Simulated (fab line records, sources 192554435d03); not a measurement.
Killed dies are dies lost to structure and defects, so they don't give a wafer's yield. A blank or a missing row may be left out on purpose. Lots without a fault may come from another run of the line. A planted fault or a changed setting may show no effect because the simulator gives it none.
A struck lot beside a sound one | flow n5_finfet | 37 steps out of a route of 1938
Sound: wafers L540.1, L540.2, L540.6. Struck: wafer L553.6. (L553.4, L553.5 of the same lot were not struck and are left out.) The cause comes at the end.
At each step with rows: each side's tool, then ch and its chambers, then its first start. Under that, the readings that differ: sound wafers | struck wafers | difference of the means | sigmas: that difference in standard deviations of wafers without a fault.
alike: readings whose means differ by less than 2 such deviations, and words and numbers that are the same on both sides. not compared: withheld readings, readings that some wafer has no value for, bounds like >300 that may hide the same value, and numbers for which the record gives no deviation and whose values overlap.
The two part at a step that has a row with sigmas, a row that says differs or no value, or rows on one side only. Numbers that don't overlap but have no deviation are shown without sigmas and don't part them. A reading that every wafer of one side lacks parts them only if that side has two wafers or more.

first, 9 steps without rows for these wafers: N5_PMOS_HMC_CHANNEL_EPI_PRECLEAN_40 (cleans in DHF, time 30 s); N5_PMOS_HMC_CHANNEL_EPI_PRECLEAN_37 (cleans in O3/DIW, time 45 s); N5_PMOS_HMC_CHANNEL_EPI_PRECLEAN_24 (cleans in DHF, time 30 s); N5_PMOS_HMC_CHANNEL_EPI_SRD_25 (time 30 s); N5_PMOS_HMC_CHANNEL_EPI_EPI_26 (deposits Si from SiH4/H2, target thk 3.8 nm, time 22.7 s); N5_FIN_SAQP_PRECLEAN_42 (cleans in O3/DIW, time 60 s); N5_FIN_SAQP_PRECLEAN_00 (cleans in SC1, time 60 s); N5_FIN_SAQP_PRECLEAN_44 (cleans in SC2, time 45 s); N5_FIN_SAQP_SRD_01 (time 30 s).
N5_FIN_SAQP_ALD_61: deposits SiO2, target thk 4 nm, pulse time 1 s, purge time 2 s.
  sound on ald_sin-04 ch 2,3, day 1 21:04; struck on ald_sin-04 ch 1, day 5 05:58
  reading                                   | sound             | struck | difference | sigmas
  ald_cycles                                | 43 43 43          | 54     | +11        |
  model.SiO2_of_FIN_SAQP_ALD_61.thk_nm (nm) | 4.003 3.989 3.997 | 4.976  | +0.980     |
  alike: heater_power_outer_w, heater_power_w, precursor_pulse_height_rel
then, 24 steps without rows for these wafers: N5_FIN_SAQP_DENSIFY_62 (time 60 s); N5_FIN_SAQP_HM_DEP_03 (deposits SiNx from SiH4/NH3/N2, target thk 38 nm, time 33.6 s); N5_FIN_SAQP_PECVD_47 (deposits a-Si from SiH4/He, target thk 45 nm, time 36.3 s); N5_FIN_SAQP_PECVD_48 (deposits SiNx from SiH4/NH3/N2, target thk 25 nm, time 22.1 s); N5_FIN_SAQP_PECVD_06 (deposits a-Si from SiH4/He, target thk 60 nm, time 48.1 s); N5_FIN_SAQP_HM_DEP_72 (deposits SiO2 from SiH4/N2O, target thk 12 nm, time 7.2 s); N5_FIN_SAQP_COAT_49 (time 60 s, resist thk 100 nm); N5_FIN_SAQP_COAT_50 (time 60 s, resist thk 35 nm); N5_FIN_SAQP_COAT_10 (resist thk 90 nm); N5_FIN_SAQP_EBR_12; N5_FIN_SAQP_SOFTBAKE_11 (time 60 s); N5_FIN_SAQP_EXPOSE_13 (exposes mask FIN CORE, target cd 35.6 nm); N5_FIN_SAQP_PEB_14 (peb time 60 s); N5_FIN_SAQP_DEVELOP_15 (develop time 30 s); N5_FIN_SAQP_DESCUM_21 (chemistry O2, time 7.9 s); N5_FIN_SAQP_ETCH_51 (etches SiARC in CF4, target depth 45.5 nm, time 75.8 s); N5_FIN_SAQP_ETCH_52 (etches SOC in N2/H2, target depth 100 nm, overetch 20 nm, time 150 s); N5_FIN_SAQP_STRIP_53 (strips in N2/H2); N5_FIN_SAQP_HM_OPEN_73 (chemistry CHF3/O2, target SiO2, stops on a-Si, target depth 12 nm, time 16.8 s); N5_FIN_SAQP_STRIP_74 (strips in CHF3/O2); N5_FIN_SAQP_MANDREL_ETCH_22 (etches a-Si in HBr/Cl2, stops on SiNx, target depth 60 nm, bt time 10 s, time 30 s); N5_FIN_SAQP_STRIP_55 (strips in N2/H2); N5_FIN_SAQP_STRIP_23 (strips in SPM, time 750 s); N5_FIN_SAQP_SRD_66 (time 30 s).
N5_FIN_CUT_CUT_ETCH_27: etches SiO2 in CHF3/O2, target depth 4 nm, overetch 2 nm, time 4.9 s.
  sound on rie_diel-04 ch 0,2, day 2 03:37; struck on rie_diel-05 ch 1, day 5 14:31
  reading                  | sound             | struck | difference | sigmas
  oes_product_au (a.u.)    | 0.55 0.62 0.56    | 0.81   | +0.23      | +3
  model.etch.depth_nm (nm) | 4.003 3.989 3.997 | 4.976  | +0.980     |
  alike: CHF3_flow_sccm, bias_w, drypump_motor_current_A, oes_ar_750_au, rf_vpp_V, showerhead_plenum_p_Torr, throttle_valve_pct
  not compared: rf_hours_counter_h
N5_STI_FIN_REVEAL_STRIP_16: strips SiNx in H3PO4, target depth 23.8 nm.
  sound on wet_bench-05 ch 0,2,7, day 2 11:37; struck on wet_bench-02 ch 4, day 5 22:49
  reading                                   | sound       | struck | difference | sigmas
  model.SiO2_of_FIN_SAQP_ALD_61.thk_nm (nm) | 3.8 3.8 3.8 | 4.8    | +1.0       |
N5_PASSIVATION_PROBE_49:
  the record has rows for the sound wafers here (prober-02, day 12 00:28) and none for the struck ones

WHERE THEY PART
First at N5_FIN_CUT_CUT_ETCH_27; last, within this record, at N5_PASSIVATION_PROBE_49.

WHY: what the simulator had put in
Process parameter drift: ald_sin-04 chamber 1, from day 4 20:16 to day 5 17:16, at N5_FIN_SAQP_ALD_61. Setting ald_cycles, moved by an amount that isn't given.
